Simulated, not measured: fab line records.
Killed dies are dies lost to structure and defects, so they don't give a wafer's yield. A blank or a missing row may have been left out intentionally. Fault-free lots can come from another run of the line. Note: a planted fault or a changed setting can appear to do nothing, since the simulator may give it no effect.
Which tool was responsible?	flow nand_harc	Sampling: 19 lots, 57 wafers, 6 of 1302 route steps

## WHAT THE GAUGES SHOWED, per wafer
The record lacks any reading of a measuring or inspecting step that a usual standard deviation could be used to judge.

## WHICH TOOL RAN EACH LOT (tool, then ch and the chambers of the sampled wafers, then the start)
lot	NHARC_A_CHANNEL_HOLE_D2_DEP_01	NHARC_A_CHANNEL_HOLE_D2_ETCH_38	NHARC_A_STAIRCASE_DESCUM_168	NHARC_A_STAIRCASE_TRIM_18	NHARC_A_STAIRCASE_TRIM_22	NHARC_A_STAIRCASE_TRIM_26
L074	pecvd-01 ch 0,1,2, day 12 21:59	rie_diel-08 ch 1,2,3, day 12 22:50	rie_diel-05 ch 2,3, day 15 08:54	rie_diel-04 ch 0,1, no start	rie_diel-05 ch 0,3, no start	rie_diel-05 ch 0,1,2, no start
L075	pecvd-01 ch 1,2, day 13 10:17	rie_diel-13 ch 0,2, day 13 11:18	rie_diel-10 ch 0,1,2, day 15 23:40	rie_diel-10 ch 2,3, no start	rie_diel-10 ch 0,3, no start	rie_diel-10 ch 0,2, no start
L076	pecvd-02 ch 0,2, day 14 01:19	rie_diel-02 ch 1,2,3, day 14 02:12	rie_diel-10 ch 1,2, day 16 11:32	rie_diel-04 ch 1,3, no start	rie_diel-04 ch 0,2,3, no start	rie_diel-04 ch 0,1, no start
L078	pecvd-02 ch 0,2, day 14 06:14	rie_diel-13 ch 0,1, day 14 07:07	rie_diel-10 ch 0,1,2, day 16 17:31	rie_diel-04 ch 0,2,3, no start	rie_diel-05 ch 0,1,3, no start	rie_diel-05 ch 0,2,3, no start
L077	pecvd-02 ch 0,1,2, day 14 22:37	rie_diel-02 ch 2,3, day 14 23:37	rie_diel-10 ch 1,2,3, day 17 07:07	rie_diel-10 ch 1,3, no start	rie_diel-04 ch 0,2, no start	rie_diel-04 ch 0,3, no start
L080	pecvd-03 ch 1,2, day 15 07:02	rie_diel-02 ch 0,1,2, day 15 07:52	rie_diel-04 ch 0,1,3, day 17 16:53	rie_diel-04 ch 1,3, no start	rie_diel-04 ch 2,3, no start	rie_diel-04 ch 2,3, no start
L079	pecvd-01 ch 0,2, day 15 07:03	rie_diel-08 ch 0,1,3, day 15 08:01	rie_diel-10 ch 1,2,3, day 17 16:55	rie_diel-05 ch 1,2,3, no start	rie_diel-04 ch 0,1,2, no start	rie_diel-04 ch 0,1,3, no start
L082	pecvd-01 ch 0,1,2, day 16 04:41	rie_diel-02 ch 2,3, day 16 05:40	rie_diel-04 ch 0,1,3, day 18 17:39	rie_diel-05 ch 0,1,2, no start	rie_diel-04 ch 1,2, no start	rie_diel-04 ch 0,2,3, no start
L083	pecvd-01 ch 1,2, day 17 04:16	rie_diel-13 ch 0,2,3, day 17 05:17	rie_diel-05 ch 1,2,3, day 19 16:34	rie_diel-05 ch 0,1,2, no start	rie_diel-05 ch 0,1,2, no start	rie_diel-05 ch 0,1,2, no start
L086	pecvd-01 ch 0,1,2, day 17 12:28	rie_diel-08 ch 0,1,2, day 17 13:28	rie_diel-10 ch 0,2,3, day 19 23:22	rie_diel-04 ch 0,2,3, no start	rie_diel-05 ch 0,1,2, no start	rie_diel-05 ch 1,2,3, no start
L087	pecvd-02 ch 0,2, day 18 23:43	rie_diel-02 ch 0,2, day 19 00:43	rie_diel-10 ch 0,2, day 21 13:29	rie_diel-10 ch 1,2,3, no start	rie_diel-10 ch 0,1,2, no start	rie_diel-10 ch 2,3, no start
L089	pecvd-01 ch 0, day 19 00:20	rie_diel-08 ch 0,1,3, day 19 01:25	rie_diel-05 ch 0,2, day 21 10:49	rie_diel-04 ch 0,1,3, no start	rie_diel-10 ch 0,1,3, no start	rie_diel-10 ch 0,2,3, no start
L088	pecvd-02 ch 0,1, day 19 01:33	rie_diel-02 ch 0,1, day 19 02:33	rie_diel-10 ch 2,3, day 21 10:35	rie_diel-04 ch 0,2, no start	rie_diel-10 ch 0,1,3, no start	rie_diel-10 ch 0,2, no start
L091	pecvd-01 ch 0,2, day 19 17:49	rie_diel-13 ch 0,2,3, day 19 18:58	rie_diel-04 ch 1,2, day 22 07:14	rie_diel-10 ch 0,2,3, no start	rie_diel-05 ch 0,2,3, no start	rie_diel-05 ch 0,1,3, no start
L093	pecvd-01 ch 0,1, day 21 01:28	rie_diel-13 ch 0,2, day 21 02:19	rie_diel-10 ch 0,1, day 23 13:22	rie_diel-05 ch 0,1, no start	rie_diel-04 ch 1,3, no start	rie_diel-04 ch 1,2,3, no start
L092	pecvd-02 ch 1,2, day 21 02:38	rie_diel-08 ch 0,3, day 21 03:37	rie_diel-10 ch 0,1,3, day 23 13:25	rie_diel-10 ch 0,1,3, no start	rie_diel-10 ch 0,1, no start	rie_diel-10 ch 0,3, no start
L094	pecvd-03 ch 0,2, day 21 16:26	rie_diel-13 ch 0,1,3, day 21 17:28	rie_diel-05 ch 2,3, day 24 00:41	rie_diel-10 ch 0,2,3, no start	rie_diel-04 ch 0,2,3, no start	rie_diel-04 ch 0,2, no start
L096	pecvd-02 ch 0,1, day 22 03:31	rie_diel-02 ch 2,3, day 22 04:22	rie_diel-04 ch 0,2,3, day 24 18:11	rie_diel-10 ch 0,2,3, no start	rie_diel-04 ch 0,1,3, no start	rie_diel-04 ch 2,3, no start
L097	pecvd-01 ch 0,1,2, day 22 18:22	rie_diel-02 ch 0,1,3, day 22 19:21	rie_diel-05 ch 0,3, day 25 05:11	rie_diel-04 ch 2,3, no start	rie_diel-04 ch 0,1,2, no start	rie_diel-04 ch 0,1,2, no start
- NHARC_A_CHANNEL_HOLE_D2_DEP_01: deposits SiON, target thk 140 nm.
- NHARC_A_CHANNEL_HOLE_D2_ETCH_38: etches the open film in CF4, target depth 39 nm, time 65 s.
- NHARC_A_STAIRCASE_DESCUM_168: chemistry O2, time 3 s.
- NHARC_A_STAIRCASE_TRIM_18: chemistry O2, time 211.2 s.
- NHARC_A_STAIRCASE_TRIM_22: chemistry O2, time 211.2 s.
- NHARC_A_STAIRCASE_TRIM_26: chemistry O2, time 211.2 s.

## WHAT THE TOOLS THEMSELVES READ (means of the sampled wafers that have a number; where no wafer has one, the mark that the record gives instead)
NHARC_A_CHANNEL_HOLE_D2_DEP_01.
lot	tool	heater_power_w (W)
L074	pecvd-01	725
L075	pecvd-01	716
L076	pecvd-02	698
L078	pecvd-02	657
L077	pecvd-02	682
L080	pecvd-03	668
L079	pecvd-01	827
L082	pecvd-01	766
L083	pecvd-01	752
L086	pecvd-01	755
L087	pecvd-02	681
L089	pecvd-01	749
L088	pecvd-02	742
L091	pecvd-01	701
L093	pecvd-01	715
L092	pecvd-02	709
L094	pecvd-03	767
L096	pecvd-02	789
L097	pecvd-01	709

NHARC_A_CHANNEL_HOLE_D2_ETCH_38.
lot	tool	drypump_motor_current_A (A)	mfc_ar_sccm (sccm)	oes_product_au (a.u.)	rf_vpp_V (V)	showerhead_plenum_p_Torr (Torr)	throttle_valve_pct (%)
L074	rie_diel-08	5.7	0.011	1.010	152.4	1.82	13.280
L075	rie_diel-13	5.3	0.023	0.986	153.0	1.89	13.276
L076	rie_diel-02	5.4	0.012	1.010	150.9	1.73	13.289
L078	rie_diel-13	5.7	0.008	0.987	152.3	1.82	13.281
L077	rie_diel-02	5.4	0.000	1.013	151.7	1.76	13.287
L080	rie_diel-02	5.7	0.012	1.008	151.6	1.77	13.289
L079	rie_diel-08	5.9	0.004	1.002	151.8	1.77	13.287
L082	rie_diel-02	5.4	0.000	1.001	151.2	1.74	13.288
L083	rie_diel-13	5.3	0.021	0.994	151.3	1.82	13.277
L086	rie_diel-08	5.8	0.016	1.015	151.1	1.74	13.290
L087	rie_diel-02	5.7	0.000	1.005	151.3	1.78	13.291
L089	rie_diel-08	5.9	0.004	1.011	151.9	1.77	13.279
L088	rie_diel-02	5.7	0.025	0.998	151.3	1.75	13.285
L091	rie_diel-13	5.3	0.021	0.978	151.3	1.82	13.285
L093	rie_diel-13	5.4	0.023	0.990	151.9	1.88	13.276
L092	rie_diel-08	5.8	0.004	1.005	151.6	1.80	13.283
L094	rie_diel-13	5.5	0.018	0.999	151.2	1.76	13.283
L096	rie_diel-02	5.4	0.000	1.000	151.8	1.75	13.278
L097	rie_diel-02	5.7	0.012	1.015	152.2	1.78	13.285

NHARC_A_STAIRCASE_DESCUM_168.
lot	tool	drypump_motor_current_A (A)	mfc_ar_sccm (sccm)	o2_flow_sccm (sccm)	oes_product_au (a.u.)	rf_vpp_V (V)	showerhead_plenum_p_Torr (Torr)	throttle_valve_pct (%)
L074	rie_diel-05	5.6	0.008	200.1	1.004	58.1	2.00	11.323
L075	rie_diel-10	5.6	0.000	199.7	0.995	57.1	1.85	11.317
L076	rie_diel-10	5.3	0.000	199.8	0.994	57.1	1.92	11.312
L078	rie_diel-10	5.6	0.000	199.3	0.997	58.0	1.85	11.304
L077	rie_diel-10	5.6	0.011	199.8	0.994	57.1	1.89	11.310
L080	rie_diel-04	6.2	0.013	199.9	0.999	57.6	1.91	11.317
L079	rie_diel-10	5.6	0.011	200.7	0.992	58.4	1.89	11.316
L082	rie_diel-04	6.2	0.013	199.9	1.014	57.8	1.90	11.315
L083	rie_diel-05	5.4	0.008	200.1	1.010	58.1	1.92	11.304
L086	rie_diel-10	5.9	0.011	199.6	1.001	57.7	1.82	11.310
L087	rie_diel-10	6.0	0.000	199.8	1.005	56.7	1.77	11.306
L089	rie_diel-05	5.7	0.018	199.6	1.005	58.2	1.92	11.315
L088	rie_diel-10	5.8	0.011	200.0	1.004	56.7	1.81	11.315
L091	rie_diel-04	6.0	0.013	200.5	1.025	56.5	1.84	11.318
L093	rie_diel-10	5.9	0.000	200.0	0.991	58.0	1.84	11.311
L092	rie_diel-10	5.8	0.011	200.0	0.991	58.1	1.88	11.308
L094	rie_diel-05	5.5	0.017	200.3	1.004	56.9	1.92	11.308
L096	rie_diel-04	5.9	0.019	200.3	0.998	57.4	1.84	11.320
L097	rie_diel-05	5.7	0.009	200.1	1.009	57.8	1.97	11.316

NHARC_A_STAIRCASE_TRIM_18.
lot	tool	drypump_motor_current_A (A)	mfc_ar_sccm (sccm)	o2_flow_sccm (sccm)	oes_product_au (a.u.)	rf_vpp_V (V)	showerhead_plenum_p_Torr (Torr)	throttle_valve_pct (%)
L074	rie_diel-04	5.8	0.018	500.6	1.006	57.6	3.43	17.038
L075	rie_diel-10	5.9	0.022	500.5	0.997	57.8	3.45	17.031
L076	rie_diel-04	6.6	0.008	500.2	1.002	57.6	3.62	17.039
L078	rie_diel-04	5.9	0.019	499.3	1.004	56.7	3.42	17.030
L077	rie_diel-10	5.8	0.022	498.1	0.991	58.2	3.56	17.032
L080	rie_diel-04	6.6	0.004	499.6	1.013	59.0	3.61	17.037
L079	rie_diel-05	5.5	0.008	501.0	1.001	57.8	3.56	17.039
L082	rie_diel-05	5.5	0.013	500.0	1.006	57.8	3.49	17.035
L083	rie_diel-05	5.5	0.013	499.5	1.008	58.1	3.49	17.039
L086	rie_diel-04	5.9	0.019	500.2	1.007	57.7	3.41	17.032
L087	rie_diel-10	5.6	0.011	501.4	1.002	58.5	3.47	17.043
L089	rie_diel-04	6.2	0.013	500.1	0.998	58.8	3.50	17.031
L088	rie_diel-04	5.6	0.022	499.3	1.011	57.5	3.31	17.035
L091	rie_diel-10	5.9	0.011	499.9	1.000	56.0	3.35	17.033
L093	rie_diel-05	5.3	0.005	499.4	1.002	57.6	3.46	17.027
L092	rie_diel-10	5.8	0.011	501.5	0.983	58.3	3.46	17.040
L094	rie_diel-10	5.9	0.011	500.8	0.996	56.9	3.35	17.042
L096	rie_diel-10	5.9	0.011	501.1	0.986	57.1	3.34	17.036
L097	rie_diel-04	6.1	0.017	499.6	0.998	57.7	3.39	17.026

NHARC_A_STAIRCASE_TRIM_22.
lot	tool	drypump_motor_current_A (A)	mfc_ar_sccm (sccm)	o2_flow_sccm (sccm)	oes_product_au (a.u.)	rf_vpp_V (V)	showerhead_plenum_p_Torr (Torr)	throttle_valve_pct (%)
L074	rie_diel-05	5.7	0.009	499.8	0.998	58.1	3.66	17.040
L075	rie_diel-10	6.1	0.011	499.5	0.991	56.7	3.38	17.041
L076	rie_diel-04	5.9	0.019	500.5	1.004	56.8	3.43	17.040
L078	rie_diel-05	5.6	0.005	500.0	0.998	57.9	3.60	17.034
L077	rie_diel-04	5.5	0.024	497.5	1.002	56.4	3.32	17.046
L080	rie_diel-04	6.0	0.017	500.5	1.017	57.7	3.42	17.033
L079	rie_diel-04	5.9	0.015	500.0	1.006	57.3	3.42	17.027
L082	rie_diel-04	6.3	0.006	500.3	1.010	57.9	3.51	17.031
L083	rie_diel-05	5.5	0.013	500.7	1.008	57.8	3.49	17.036
L086	rie_diel-05	5.5	0.013	500.3	1.008	58.0	3.48	17.038
L087	rie_diel-10	5.6	0.000	499.4	1.003	57.4	3.40	17.039
L089	rie_diel-10	5.8	0.011	500.3	0.995	57.5	3.48	17.042
L088	rie_diel-10	5.8	0.011	500.1	0.993	58.0	3.48	17.034
L091	rie_diel-05	5.7	0.013	498.9	1.003	56.8	3.59	17.042
L093	rie_diel-04	6.6	0.004	501.0	1.006	57.1	3.59	17.040
L092	rie_diel-10	5.5	0.000	499.6	0.988	57.6	3.51	17.041
L094	rie_diel-04	5.9	0.019	499.9	0.998	56.8	3.40	17.039
L096	rie_diel-04	6.2	0.013	499.0	0.996	58.2	3.49	17.044
L097	rie_diel-04	5.9	0.015	501.3	1.003	56.8	3.39	17.033

NHARC_A_STAIRCASE_TRIM_26.
lot	tool	drypump_motor_current_A (A)	mfc_ar_sccm (sccm)	o2_flow_sccm (sccm)	oes_product_au (a.u.)	rf_vpp_V (V)	showerhead_plenum_p_Torr (Torr)	throttle_valve_pct (%)
L074	rie_diel-05	5.5	0.013	499.8	1.002	57.0	3.50	17.038
L075	rie_diel-10	5.9	0.000	500.1	0.997	57.7	3.31	17.024
L076	rie_diel-04	6.2	0.009	499.6	0.997	57.8	3.52	17.037
L078	rie_diel-05	5.7	0.013	500.3	1.003	58.4	3.61	17.037
L077	rie_diel-04	6.2	0.017	499.8	1.009	57.3	3.52	17.029
L080	rie_diel-04	6.3	0.014	500.6	1.027	57.3	3.52	17.036
L079	rie_diel-04	6.2	0.013	500.1	1.010	57.0	3.52	17.032
L082	rie_diel-04	5.9	0.019	499.7	1.018	57.0	3.41	17.037
L083	rie_diel-05	5.5	0.013	499.9	1.018	57.5	3.49	17.035
L086	rie_diel-05	5.5	0.008	499.6	1.004	57.5	3.55	17.040
L087	rie_diel-10	5.9	0.022	499.6	1.003	57.3	3.43	17.035
L089	rie_diel-10	6.0	0.011	500.2	1.000	58.3	3.36	17.031
L088	rie_diel-10	5.8	0.000	500.4	1.008	57.3	3.28	17.037
L091	rie_diel-05	5.5	0.005	499.7	0.998	57.1	3.58	17.036
L093	rie_diel-04	6.3	0.010	499.6	1.011	56.6	3.50	17.033
L092	rie_diel-10	6.1	0.011	500.1	0.990	57.3	3.35	17.038
L094	rie_diel-04	5.6	0.022	500.0	0.998	57.8	3.30	17.034
L096	rie_diel-04	6.0	0.017	499.8	0.995	57.5	3.40	17.039
L097	rie_diel-04	5.9	0.015	499.3	0.996	58.0	3.39	17.038

## THE ANSWER, worked out from the rows above alone
Rule: the usual values come from the lots themselves. The widest of any qualifying gaps counts: lots, ordered by their means at a reading, are off when they make up no more than a third of the lots, leave a main group of 4 or more, and stand apart from it by 3 or more times the standard deviation of that group's means. Not used: any main group whose means are identical at the precision the tables above print for the reading. Also off: a lot with no number at a reading for which 4 or more lots have one. Any other lot the step has rows for is counted as sound. The gauges are gone through in route order, then the tools' own readings, and for those a lot's mean is taken as printed above. At the first step where some lot is off, the reading lying furthest off is the one used; lots without a number count as furthest.
No lot is off at any reading shown: from this, nothing can be told.

## WHAT THE SIMULATOR HAD PUT IN
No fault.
